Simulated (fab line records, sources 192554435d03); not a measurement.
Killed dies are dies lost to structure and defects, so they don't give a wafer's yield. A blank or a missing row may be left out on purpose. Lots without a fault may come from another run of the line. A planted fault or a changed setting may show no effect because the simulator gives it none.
Which tool did it? | flow n5_finfet | 9 lots, 25 wafers sampled, at 1 step of a route of 1938

WHAT THE GAUGES READ, wafer by wafer
N5_BEOL_M4_RC_MEAS_101.
lot  | measured     | on        | DIBL_N (mV/V)
L627 | day 9 00:01  | prober-02 | 35.3 31.4 32.5
L630 | day 9 14:43  | prober-02 | 39.7 37.9 37.7
L632 | day 9 22:32  | prober-02 | 34.1 35.3 35.2
L640 | day 12 12:00 | prober-02 | 33.3 38.0 34.9
L641 | day 12 15:20 | prober-02 | 37.7 36.5 33.0
L642 | day 12 20:33 | prober-02 | 40.0 42.3
L643 | day 12 20:45 | prober-01 | 36.2 37.4
L647 | day 13 18:54 | prober-02 | 37.6 35.1 38.3
L646 | day 13 23:06 | prober-01 | 36.3 39.6 36.0

WHICH TOOL RAN EACH LOT (tool, then ch and the chambers of the sampled wafers, then the start)
The record holds no process step before these readings.

THE ANSWER, worked out from the rows above alone
Rule: what is usual is taken from the lots themselves. Put in order of their means at a reading, lots are off if they are a third of the lots or fewer, leave a main group of 4 or more, and stand apart from it by a gap of 3 or more times the standard deviation of the main group's means; of several such gaps the widest counts. A main group whose means are all the same, to the digits that the tables above print for the reading, isn't used. A lot without any number at a reading at which 4 lots or more have one is off too. The other lots that the step has rows for count as sound.
No lot is off at any reading shown: from this, nothing can be told.

WHAT THE SIMULATOR HAD PUT IN
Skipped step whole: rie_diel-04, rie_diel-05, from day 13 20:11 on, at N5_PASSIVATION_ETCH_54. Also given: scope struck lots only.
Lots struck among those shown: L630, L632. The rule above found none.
